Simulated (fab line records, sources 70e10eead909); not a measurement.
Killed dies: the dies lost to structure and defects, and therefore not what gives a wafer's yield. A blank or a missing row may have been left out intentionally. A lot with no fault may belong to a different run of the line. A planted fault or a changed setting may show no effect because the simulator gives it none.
Which tool is to blame? ; flow nand_harc ; 12 lots with 36 wafers sampled at 5 steps, on a route of 1159 steps

WHAT THE GAUGES SHOWED, per wafer
NHARC_END_SORT_01. Usual: killed_at_array 29, standard deviation 10; killed_at_other 0.7, standard deviation 1.1; killed_at_periphery 3.2, standard deviation 2.2; killed_dies 33, standard deviation 11; killed_open 3.5, standard deviation 1.8; killed_short 2.0, standard deviation 1.4.
lot;measured;on;killed_at_array;killed_at_other;killed_at_periphery;killed_dies;killed_open;killed_short;flag
L587;day 22 01:56;prober-01;26;1;0;27;3;1;
L586;day 22 09:40;prober-01;13 8 22;0 0 1;6 8 5;19 16 28;2 2 4;2 0 3;
L590;day 23 06:19;prober-02;26 18 19;0 0 1;3 0 1;29 18 21;3 2 3;4 1 1;

WHICH TOOL RAN EACH LOT (tool, then ch and the chambers of the sampled wafers, then the start)
lot;NHARC_A_STAIRCASE_STRIP_295;NHARC_A_STAIRCASE_STRIP_476;NHARC_A_STAIRCASE_DEP_417;NHARC_A_STAIRCASE_DEP_325
L579;rie_diel-08 ch 0,3, day 12 15:13 or earlier;rie_diel-08 ch 0,2,3, day 12 15:13;pecvd-02 ch 1,2, day 12 15:22;pecvd-01 ch 1,2, day 13 19:13
L577;rie_diel-01 ch 1,2,3, day 12 17:26 or earlier;rie_diel-07 ch 0,1,3, day 12 17:26;pecvd-01 ch 0,1, day 12 17:31;pecvd-03 ch 0,1, day 13 19:16
L578;rie_diel-07 ch 0,1, day 12 17:34 or earlier;rie_diel-07 ch 1,3, day 12 17:34;pecvd-03 ch 0,1,2, day 12 17:45;pecvd-02 ch 1,2, day 13 19:01
L581;rie_diel-08 ch 0,1,3, day 13 06:05 or earlier;rie_diel-08 ch 0,1,2, day 13 06:05;pecvd-01 ch 0,1,2, day 13 06:16;pecvd-03 ch 1,2, day 14 09:31
L583;rie_diel-01 ch 0,1,2, day 13 07:04 or earlier;rie_diel-08 ch 0,1,3, day 13 07:04;pecvd-01 ch 0,2, day 13 07:13;pecvd-02 ch 0,1,2, day 14 09:37
L584;rie_diel-08 ch 0,2,3, day 13 10:59 or earlier;rie_diel-08 ch 0,1, day 13 10:59;pecvd-01 ch 0,1,2, day 13 11:05;pecvd-02 ch 0,2, day 14 15:25
L587;rie_diel-08 ch 0,1,2, day 14 17:32 or earlier;rie_diel-08 ch 0,2,3, day 14 17:32;pecvd-03 ch 0,1, day 14 17:38;pecvd-02 ch 0,1, day 16 03:56
L586;rie_diel-07 ch 2,3, day 15 00:33 or earlier;rie_diel-08 ch 0,1,3, day 15 00:33;pecvd-03 ch 1,2, day 15 00:38;pecvd-03 ch 1,2, day 16 03:54
L591;rie_diel-08 ch 1,2, day 15 03:42 or earlier;rie_diel-01 ch 0,1,3, day 15 03:42;pecvd-03 ch 0,2, day 15 03:47;pecvd-01 ch 0,1,2, day 16 04:09
L592;rie_diel-07 ch 0,1, day 15 17:31 or earlier;rie_diel-01 ch 1,2, day 15 17:31;pecvd-01 ch 0,1,2, day 15 17:39;pecvd-01 ch 1,2, day 16 21:18
L590;rie_diel-08 ch 0,1,2, day 15 18:12 or earlier;rie_diel-07 ch 0,1,3, day 15 18:12;pecvd-01 ch 0,1,2, day 15 18:46;pecvd-02 ch 0,1, day 16 21:19
L593;rie_diel-08 ch 0,2,3, day 16 07:06 or earlier;rie_diel-01 ch 2,3, day 16 07:06;pecvd-01 ch 0,1,2, day 16 07:19;pecvd-01 ch 0,1,2, day 17 11:29
- NHARC_A_STAIRCASE_STRIP_295: strips in O2.
- NHARC_A_STAIRCASE_STRIP_476: strips in O2, time 20 s.
- NHARC_A_STAIRCASE_DEP_417: deposits Si3N4, target thk 60 nm.
- NHARC_A_STAIRCASE_DEP_325: deposits SiO2, target thk 3800 nm.

WHAT THE TOOLS THEMSELVES READ (means of the sampled wafers that have a number; where no wafer has one, the mark that the record gives instead)
NHARC_A_STAIRCASE_STRIP_295. Usual: drypump_motor_current_A 5.7 A, standard deviation 0.35; mfc_ar_sccm 0.008 sccm, standard deviation 0.014; oes_product_au 1.003 a.u., standard deviation 0.0089; rf_vpp_V 57.6 V, standard deviation 0.87; showerhead_plenum_p_Torr 3.46 Torr, standard deviation 0.13; throttle_valve_pct 17.036 %, standard deviation 0.0089.
lot;tool;drypump_motor_current_A (A);mfc_ar_sccm (sccm);oes_product_au (a.u.);rf_vpp_V (V);showerhead_plenum_p_Torr (Torr);throttle_valve_pct (%);flag
L579;rie_diel-08;5.7;0.001;1.010;57.8;3.33;17.035;
L577;rie_diel-01;5.5;0.009;0.997;57.3;3.48;17.036;
L578;rie_diel-07;5.7;0.024;1.008;57.6;3.67;17.037;
L581;rie_diel-08;5.6;0.001;1.011;57.1;3.38;17.039;
L583;rie_diel-01;5.9;0.003;1.004;58.7;3.42;17.032;
L584;rie_diel-08;5.8;0.001;1.004;57.2;3.35;17.037;
L587;rie_diel-08;5.7;0.000;0.993;57.7;3.39;17.041;
L586;rie_diel-07;5.5;0.000;1.004;57.8;3.51;17.034;
L591;rie_diel-08;5.7;0.000;0.988;58.4;3.45;17.027;
L592;rie_diel-07;5.7;0.034;1.000;58.2;3.58;17.042;
L590;rie_diel-08;5.8;0.000;0.995;57.0;3.39;17.042;
L593;rie_diel-08;5.8;0.001;1.015;56.8;3.33;17.036;

NHARC_A_STAIRCASE_STRIP_476. Usual: drypump_motor_current_A 5.7 A, standard deviation 0.39; mfc_ar_sccm 0.006 sccm, standard deviation 0.012; oes_product_au 1.000 a.u., standard deviation 0.0089; rf_vpp_V 57.6 V, standard deviation 0.91; showerhead_plenum_p_Torr 3.44 Torr, standard deviation 0.12; throttle_valve_pct 17.036 %, standard deviation 0.0092.
lot;tool;drypump_motor_current_A (A);mfc_ar_sccm (sccm);oes_product_au (a.u.);rf_vpp_V (V);showerhead_plenum_p_Torr (Torr);throttle_valve_pct (%);flag
L579;rie_diel-08;5.7;0.001;1.008;57.3;3.35;17.039;
L577;rie_diel-07;5.6;0.019;1.010;58.4;3.59;17.037;
L578;rie_diel-07;5.4;0.015;1.005;58.2;3.50;17.035;
L581;rie_diel-08;5.8;0.000;0.996;58.6;3.40;17.029;
L583;rie_diel-08;5.6;0.001;1.008;56.3;3.38;17.045;
L584;rie_diel-08;5.6;0.000;0.999;56.9;3.43;17.038;
L587;rie_diel-08;5.8;0.001;0.995;57.0;3.34;17.046;
L586;rie_diel-08;5.6;0.001;1.000;57.4;3.37;17.031;
L591;rie_diel-01;5.7;0.012;0.996;56.7;3.36;17.035;
L592;rie_diel-01;5.7;0.000;1.000;58.0;3.52;17.035;
L590;rie_diel-07;5.6;0.019;1.007;57.7;3.57;17.026;
L593;rie_diel-01;5.6;0.017;1.003;57.5;3.51;17.029;

NHARC_A_STAIRCASE_DEP_417. Usual: 708 W for heater_power_w, sd 79.
lot;tool;heater_power_w (W);flag
L579;pecvd-02;732;
L577;pecvd-01;630;
L578;pecvd-03;730;
L581;pecvd-01;691;
L583;pecvd-01;719;
L584;pecvd-01;724;
L587;pecvd-03;745;
L586;pecvd-03;753;
L591;pecvd-03;754;
L592;pecvd-01;679;
L590;pecvd-01;692;
L593;pecvd-01;676;

NHARC_A_STAIRCASE_DEP_325. Usual: heater_power_w 654 W, standard deviation 85; mfc_precursor_sccm 200.0 sccm, standard deviation 0.6.
lot;tool;heater_power_w (W);mfc_precursor_sccm (sccm);flag
L579;pecvd-01;601;199.4;
L577;pecvd-03;685;199.9;
L578;pecvd-02;658;200.4;
L581;pecvd-03;644;200.4;
L583;pecvd-02;698;200.3;
L584;pecvd-02;700;200.3;
L587;pecvd-02;745;200.0;
L586;pecvd-03;652;199.6;
L591;pecvd-01;576;200.3;
L592;pecvd-01;601;215.8;OFF
L590;pecvd-02;746;199.7;
L593;pecvd-01;569;216.1;OFF

THE ANSWER, worked out from the rows above alone
Rule: lot off if the mean of its wafers having a number is beyond 3 standard deviations from the usual mean. Also off: a lot with no number at a reading for which 4 or more lots have one. The other lots that the step has rows for count as sound. After the gauges, taken in route order, come the tools' own readings; for these a lot's mean is taken, as printed above. The first step at which some lot is off is used, and at that step the reading that is off furthest; a lot without a number counts as furthest.
Off, at NHARC_A_STAIRCASE_DEP_325 on mfc_precursor_sccm: L592, L593.
If a tool, at that step or one of the process steps before it, ran each lot that is off and ran no sound lot following the first of them, it fits. With no start given for some of its lots, NHARC_A_STAIRCASE_STRIP_295 uses the hours and lot order of NHARC_A_STAIRCASE_STRIP_476. Can't be told from this: 2 tools fit, rie_diel-01 at NHARC_A_STAIRCASE_STRIP_476, pecvd-01 at NHARC_A_STAIRCASE_DEP_325.

WHAT THE SIMULATOR HAD INSERTED
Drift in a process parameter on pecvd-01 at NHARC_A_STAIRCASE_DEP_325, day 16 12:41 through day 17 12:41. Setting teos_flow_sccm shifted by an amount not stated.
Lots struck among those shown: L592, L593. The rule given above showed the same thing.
